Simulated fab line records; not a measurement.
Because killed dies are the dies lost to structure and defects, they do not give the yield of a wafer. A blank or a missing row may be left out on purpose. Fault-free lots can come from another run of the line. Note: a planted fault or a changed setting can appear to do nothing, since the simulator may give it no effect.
Check for tools in common | flow nand-harc | Lots sampled 13, wafers sampled 39

== REASON IT WAS OPENED ==
On 4 of the 13 lots, a flag is raised at NHARC_P_M1_CD_MEAS_09 on the reading cd-nm. No-fault wafers: 129.7 nm, standard deviation 0.54.
Rule: a lot is flagged when every wafer of it that has a number lies more than 4 standard deviations from that mean, or none has a number. All remaining lots are regarded as sound.

lot  | measured     | on        | cd-nm (nm), wafer by wafer | flag
L213 | day 6 09:41  | cd-sem-03 | 128.6 128.6 128.8          |
L215 | day 7 03:08  | cd-sem-01 | 129.3 128.6 129.1          |
L216 | day 7 14:44  | cd-sem-02 | 129.4 129.9 130.2          |
L217 | day 7 15:52  | cd-sem-02 | 128.9 129.4 129.8          |
L220 | day 9 15:11  | cd-sem-02 | 130.0 129.5 128.9          |
L221 | day 9 23:58  | cd-sem-03 | 129.0 129.0 128.9          |
L222 | day 10 01:34 | cd-sem-03 | 129.8 130.2 130.2          |
L226 | day 11 13:07 | cd-sem-02 | 143.6 144.1 143.9          | FLAGGED
L227 | day 12 05:26 | cd-sem-01 | 141.3 141.5 141.0          | FLAGGED
L229 | day 13 02:59 | cd-sem-03 | 139.1 139.5 139.4          | FLAGGED
L232 | day 14 00:49 | cd-sem-03 | 138.0 138.0 138.0          | FLAGGED
L234 | day 14 20:16 | cd-sem-02 | 129.8 130.0 129.7          |
L236 | day 15 18:59 | cd-sem-01 | 130.3 130.0 129.8          |
The mean of the flagged lots' numbers is 140.6 nm, +10.9 nm from the usual (+20 standard deviations).

== TOOL THAT RAN EACH LOT ==
The record holds 2 process steps before the reading, out of a route of 1302 steps. Each cell gives the tool, then ch followed by the chambers the sampled wafers passed through, then the start.
lot  | flag    | NHARC_P_M0_PVD_20                       | NHARC_P_M1_EXPOSE_06
L213 |         | pvd-sputter-02, day 6 08:23 or earlier  | arfi-scanner-03 ch 0, day 6 09:32
L215 |         | pvd-sputter-01, day 7 01:52 or earlier  | arfi-scanner-02 ch 0, day 7 02:59
L216 |         | pvd-sputter-03, day 7 13:22 or earlier  | arfi-scanner-03 ch 0, day 7 14:36
L217 |         | pvd-sputter-02, day 7 14:28 or earlier  | arfi-scanner-01 ch 0, day 7 15:44
L220 |         | pvd-sputter-03, day 9 12:13             | arfi-scanner-03 ch 0, day 9 15:03
L221 |         | pvd-sputter-01, day 9 22:34 or earlier  | arfi-scanner-01 ch 0, day 9 23:49
L222 |         | pvd-sputter-01, day 10 00:10 or earlier | arfi-scanner-02 ch 0, day 10 01:25
L226 | FLAGGED | pvd-sputter-01, day 11 11:50 or earlier | arfi-scanner-03 ch 0, day 11 12:58
L227 | FLAGGED | pvd-sputter-02, day 12 03:59 or earlier | arfi-scanner-03 ch 0, day 12 05:17
L229 | FLAGGED | pvd-sputter-03, day 13 01:43 or earlier | arfi-scanner-03 ch 0, day 13 02:52
L232 | FLAGGED | pvd-sputter-03, day 13 23:25 or earlier | arfi-scanner-03 ch 0, day 14 00:40
L234 |         | pvd-sputter-03, day 14 18:52 or earlier | arfi-scanner-02 ch 0, day 14 20:08
L236 |         | pvd-sputter-01, day 15 17:36 or earlier | arfi-scanner-02 ch 0, day 15 18:50
What these steps do:
- NHARC_P_M0_PVD_20: deposits TaN, target thk 5 nm, time 8.06 s.
- NHARC_P_M1_EXPOSE_06: exposes mask P M1, target cd 130 nm.
- NHARC_P_M1_CD_MEAS_09: target cd 130 nm.

== FLAGGED AGAINST TOTAL, ONE TOOL AT A TIME (gauges that did the reading follow at the end) ==
step                  | tool            | lots run | flagged | share of the flagged lots | sound lots run after its first flagged lot
NHARC_P_M0_PVD_20     | pvd-sputter-01  | 5        | 1       | some                      | 1 (L236)
NHARC_P_M0_PVD_20     | pvd-sputter-02  | 3        | 1       | some                      | 0
NHARC_P_M0_PVD_20     | pvd-sputter-03  | 5        | 2       | some                      | 1 (L234)
NHARC_P_M1_EXPOSE_06  | arfi-scanner-01 | 2        | 0       | none                      | -
NHARC_P_M1_EXPOSE_06  | arfi-scanner-02 | 4        | 0       | none                      | -
NHARC_P_M1_EXPOSE_06  | arfi-scanner-03 | 7        | 4       | all                       | 0
NHARC_P_M1_CD_MEAS_09 | cd-sem-01       | 3        | 1       | some                      | 1 (L236)
NHARC_P_M1_CD_MEAS_09 | cd-sem-02       | 5        | 1       | some                      | 1 (L234)
NHARC_P_M1_CD_MEAS_09 | cd-sem-03       | 5        | 2       | some                      | 0
NHARC_P_M0_PVD_20 gives no start for some lots, so the hours and the order of its lots are those of NHARC_P_M0_INSPECT_27.

== WHAT THE TABLE PERMITS ==
In the table, 1 row covers all flagged lots: arfi-scanner-03 at NHARC_P_M1_EXPOSE_06.
- arfi-scanner-03 at NHARC_P_M1_EXPOSE_06: 4 of its 7 lots flagged. Last sound lot L220 at day 9 15:03, first flagged lot L226 at day 11 12:58; a fault beginning in between fits. Its own readings (exposure-dose-mJ-cm2) fall more than 4 standard deviations out on all wafers of the flagged lots.
Left over: one tool, arfi-scanner-03 at NHARC_P_M1_EXPOSE_06.

== WHAT HAD BEEN PUT IN BY THE SIMULATOR ==
Process parameters drifting: arfi-scanner-03 at NHARC_P_M1_EXPOSE_06, beginning at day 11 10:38. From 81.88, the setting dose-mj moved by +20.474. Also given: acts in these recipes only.
Lots struck among those shown: L226, L227, L229, L232. The rule above reached the same finding.
